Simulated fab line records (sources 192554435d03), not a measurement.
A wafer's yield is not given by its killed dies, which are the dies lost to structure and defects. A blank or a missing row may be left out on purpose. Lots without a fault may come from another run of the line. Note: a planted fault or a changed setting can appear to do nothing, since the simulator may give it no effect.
Matching of chambers -- flow n5Finfet -- 4 sister chambers for N5_SDB_ETCH_17 on rieDiel-01
The step etches SiARC in CF4, target depth 23.4 nm, time 39 s. 16 wafers are shown with their chamber, then 8 later ones without.

## WAFERS WITH THEIR CHAMBER
wafer,chamber,showerheadPlenumPTorr (Torr),drypumpMotorCurrentA (A),etchRfOnTimeS (s)
L075.1,3,2.19,5.0,39.4
L075.2,0,2.12,5.4,40.0
L075.6,2,2.05,5.9,39.3
L076.1,0,2.12,5.5,40.1
L076.3,2,2.05,5.9,39.0
L076.6,0,2.12,5.4,40.3
L088.2,1,2.20,5.2,39.0
L088.3,2,2.04,5.9,38.9
L088.5,1,2.20,5.2,39.1
L089.1,2,2.03,6.0,38.8
L089.3,3,2.19,4.9,38.3
L089.4,3,2.19,4.9,38.1
L090.4,2,2.03,5.9,39.3
L090.5,0,2.11,5.5,39.2
L090.6,3,2.18,4.9,38.3
L092.4,3,2.18,4.9,37.6

SIGNATURES, as means of the wafers listed above
reading,chamber 0,chamber 1,chamber 2,chamber 3,scatter within a chamber
showerheadPlenumPTorr,2.1175,2.2000,2.0400,2.1860,0.00704
drypumpMotorCurrentA,5.450,5.200,5.920,4.920,0.0465
etchRfOnTimeS,39.900,39.050,39.060,38.340,0.47
Rule: distance of a wafer from a chamber = root of the sum over the readings of ((wafer's reading minus chamber's mean) / reading's scatter) squared. The wafer belongs to the nearest chamber; if the next one is less than 2 further off, it can't be placed. The scatter: the root of (the sum of the squares of (reading less its chamber's mean) over the shown wafers, divided by (wafers less chambers)).

## WAFERS WHOSE CHAMBER IS MISSING
wafer,showerheadPlenumPTorr (Torr),drypumpMotorCurrentA (A),etchRfOnTimeS (s)
L092.5,2.03,6.0,38.5
L092.6,2.11,5.5,38.3
L094.1,2.20,5.2,37.8
L094.2,2.03,6.0,39.0
L094.3,2.11,5.5,39.1
L097.1,2.19,5.2,38.3
L097.3,2.03,5.9,39.4
L097.5,2.19,5.2,38.1

## EACH ONE'S CHAMBER
wafer,from the rows above,in truth
L092.5,2,2
L092.6,0,0
L094.1,1,1
L094.2,2,2
L094.3,0,0
L097.1,1,1
L097.3,2,2
L097.5,1,1
8 of 8 placed correctly. Left unplaced by these rows: 0. Number placed wrongly: 0.
